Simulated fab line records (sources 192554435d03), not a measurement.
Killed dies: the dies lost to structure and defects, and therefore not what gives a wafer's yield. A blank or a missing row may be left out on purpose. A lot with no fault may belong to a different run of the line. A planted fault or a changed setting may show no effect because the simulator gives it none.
Comparing a struck lot with a sound one	flow n5 finfet	38 out of 1938 route steps
Sound: these wafers, L515.1, L515.3, L515.5. Struck: wafer L522.5. (L522.6 of the same lot was not struck and is left out.) The cause comes at the end.
Per side, at each step with rows, come the tool, then ch with its chambers, and then its first start. Under that, the readings that differ: sound wafers	struck wafers	difference of the means	sigmas: that difference in standard deviations of wafers without a fault.
alike: words and numbers the same on both sides, and readings whose means are apart by under 2 such deviations; not compared: readings that were withheld, readings missing a value for some wafer, numbers with overlapping values and no deviation given by the record, and bounds like >300 which may hide the same value.
Wherever a step has rows on one side only, a row that says differs or no value, or a row with sigmas, the two part there. Numbers that have no deviation but don't overlap get no sigmas and don't part them. A reading missing from all wafers of one side parts the sides only when that side holds two or more wafers.

first, 8 steps without rows for these wafers: N5_BEOL_M1_ECD_50 (material Cu, target thk 300 nm); N5_BEOL_M1_ANNEAL_51 (time 90 s); N5_BEOL_M1_CMP_52 (polishes, stops on SiOC, t overpolish 6.8 s, target thk 40 nm); N5_BEOL_M1_PRE_CLEAN_60 (time 15 s); N5_BEOL_M1_CO_CAP_55 (material Co, precursor CCTBA/H2, target thk 2 nm, time 102.1 s); N5_BEOL_M1_PRE_CLEAN_56 (time 15 s); N5_BEOL_M1_DEP_57 (deposits SiCN from 3MS/NH3, target thk 8 nm, time 14 s); N5_BEOL_M2_ILD_DEP_00 (deposits SiOC from DEMS/O2, target thk 79 nm, time 15.3 s).
N5_BEOL_M2_PECVD_72: deposits SiO2 from TEOS/O2, target thk 16 nm, time 18 s.
  sound on pecvd-02 ch 0,1, day 8 16:20; struck on pecvd-02 ch 0, day 10 03:04
reading	sound	struck	difference	sigmas
model.SiO2_of_BEOL_M2_PECVD_72.thk nm (nm)	15.6 16 15.6	20.4	+4.7	
  alike: heater power w, rf fwd power W, showerhead plenum p Torr, throttle valve pct
then, 25 steps without rows for these wafers: N5_BEOL_M2_HM_DEP_02 (deposits TiN, target thk 20 nm); N5_BEOL_M2_COAT_61 (time 60 s, resist thk 60 nm); N5_BEOL_M2_COAT_62 (time 60 s, resist thk 12 nm); N5_BEOL_M2_COAT_73 (time 60 s, resist thk 5 nm); N5_BEOL_M2_COAT_05 (resist thk 30 nm); N5_BEOL_M2_EBR_07; N5_BEOL_M2_SOFTBAKE_06 (time 60 s); N5_BEOL_M2_EXPOSE_08 (exposes mask M2); N5_BEOL_M2_PEB_09 (peb time 60 s); N5_BEOL_M2_DEVELOP_10 (develop time 30 s); N5_BEOL_M2_DESCUM_16 (chemistry O2, time 7 s); N5_BEOL_M2_ETCH_74 (etches underlayer in N2/H2, target depth 6.5 nm, time 5.2 s); N5_BEOL_M2_ETCH_63 (etches SiARC in CF4, target depth 15.6 nm, time 26 s); N5_BEOL_M2_ETCH_64 (etches SOC in N2/H2, target depth 75 nm, overetch 22.5 nm, time 121.9 s); N5_BEOL_M2_STRIP_65 (strips in N2/H2); N5_BEOL_M2_STRIP_75 (strips in N2/H2); N5_BEOL_M2_STRIP_66 (strips in CF4); N5_BEOL_M2_HM_OPEN_17 (chemistry Cl2/BCl3, target TiN, target depth 20 nm, overetch 6 nm); N5_BEOL_M2_STRIP_19 (strips in O2); N5_BEOL_M2_COAT_67 (time 60 s, resist thk 60 nm); N5_BEOL_M2_COAT_68 (time 60 s, resist thk 12 nm); N5_BEOL_M2_COAT_76 (time 60 s, resist thk 5 nm); N5_BEOL_M2_COAT_22 (resist thk 30 nm); N5_BEOL_M2_EBR_24; N5_BEOL_M2_SOFTBAKE_23 (time 60 s).
N5_BEOL_M2_HM_STRIP_39: strips TiN in peroxide tin strip, target depth 25 nm, time 158 s.
  sound on wet bench-06 ch 3,5,6, day 8 19:41; struck on wet bench-06 ch 6, day 10 13:17
reading	sound	struck	difference	sigmas
model.SiO2_of_BEOL_M2_PECVD_72.thk nm (nm)	15.4 16 15.6	20.4	+4.7	
N5_BEOL_M2_CMP_52: polishes, stops on SiOC, t overpolish 6.8 s, target thk 40 nm.
  sound on cmp-03 ch 0,1,3, day 8 23:51; struck on cmp-03 ch 0, day 10 17:08
reading	sound	struck	difference	sigmas
barrier field endpoint s (s)	23.6 24.0 23.6	29.1	+5.4	+8
  alike: motor current A
N5_BEOL_M4_RC_MEAS_101:
  sound on prober-01 ch 0, day 10 00:04; struck on prober-01 ch 0, day 11 14:28
  alike: DIBL_N, DIBL_P, IOFF_N, IOFF_P, ION_N, ION_P, SS_N, SS_P, VT_N, VT_P
-- record jumps: 5 days separate the struck wafers' starts on either side; left off in module BEOL_M4, taken up again in module PASSIVATION, whose first shown step is the route's number 1936 --
N5_PASSIVATION_PROBE_49:
  rows exist in the record for the struck wafers here (prober-02, day 16 05:48), but not for the sound ones

WHERE THEY PART
First at N5_BEOL_M2_CMP_52; last, within this record, at N5_PASSIVATION_PROBE_49.

WHY: what the simulator had put in
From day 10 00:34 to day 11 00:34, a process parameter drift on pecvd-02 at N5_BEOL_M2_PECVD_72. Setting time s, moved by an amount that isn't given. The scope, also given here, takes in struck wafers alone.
